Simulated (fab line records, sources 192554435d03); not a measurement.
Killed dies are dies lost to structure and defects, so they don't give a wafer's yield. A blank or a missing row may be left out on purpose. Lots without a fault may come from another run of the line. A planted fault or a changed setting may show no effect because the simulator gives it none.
Problem report in the 8D (eight disciplines) form, filled by code | flow n5_finfet | the parts of the form that need people (team, actions taken, sign-off) are left out

1. THE PROBLEM
susceptor_temp_C at N5_SD_EPI_N_EPI_21 reads a mean of 681.79 C on 6 wafers of 2 lots; wafers without a fault read 680.04 C with a standard deviation of 0.29. That is +6.0 standard deviations from the usual mean.
The step: deposits Si:P, time 690 s.
First seen on wafer L683.2, day 7 10:34, on epi_rpcvd-03. The record holds 12 wafers of 4 lots with a number at this step. Rule for "out", or "out of limits": more than 4 standard deviations from the usual mean. The other wafers with a number count as sound.

2. WHAT IT IS AND WHAT IT IS NOT
question                    | is                     | is not
which readings at this step | susceptor_temp_C       | lamp_inner_pct
which lots                  | L683, L685             | L669, L687
which wafers of those lots  | all that have a number | -
read on which tools         | epi_rpcvd-03           | epi_rpcvd-01
when                        | from day 7 10:34       | up to then (3 sound wafers); but 3 sound wafers of L687 came after

3. SUSPECTS, AND WHAT RULES EACH OUT
Counting: a tool at a process step up to the reading stays a suspect if it ran every lot that is out and no sound lot after the first of them.
- epi_rpcvd-03 at N5_SD_EPI_N_EPI_21 (deposits Si:P, time 690 s): kept. It ran every lot that is out, first L683 (day 7 10:34), and no sound lot after that; its last sound lot up to then is L669 (day 3 22:57). Its own readings are out on those wafers: susceptor_temp_C.
Left after counting: epi_rpcvd-03 at N5_SD_EPI_N_EPI_21.

4. THE CAUSE (what the simulator had put in)
Process parameter drift: epi_rpcvd-03, from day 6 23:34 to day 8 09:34, at N5_SD_EPI_N_EPI_21. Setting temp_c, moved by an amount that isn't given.
Counting left only this tool.

5. THE CHAIN OF EFFECTS, in route order
Each row: a reading whose mean over the struck wafers that have a number lies more than 3 standard deviations from the usual. Only readings for which the record gives a usual standard deviation are gone through. hours: the time from each lot's start at the first step in this table that gives one to its start at this step, as a median over the lots. sigmas: the change in usual standard deviations.
hours | step               | reading              | usual    | on struck wafers | change | sigmas
0     | N5_SD_EPI_N_EPI_21 | susceptor_temp_C     | 680.04 C | 681.79           | +1.75  | +6.0
0     | N5_SD_EPI_N_EPI_21 | susceptor_temp_C_max | 681.8    | 683.5            | +1.7   | +4.2
The process steps in it:
- N5_SD_EPI_N_EPI_21: deposits Si:P, time 690 s.
Later measuring or inspecting steps at which every struck wafer that the step has a row for has a number for every such reading, and none has moved that far: N5_BEOL_M4_RC_MEAS_101.

6. WHAT WOULD HAVE CAUGHT IT SOONER
In this record the first reading out of limits was taken at day 7 10:34, 11 hours after the fault began at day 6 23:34.
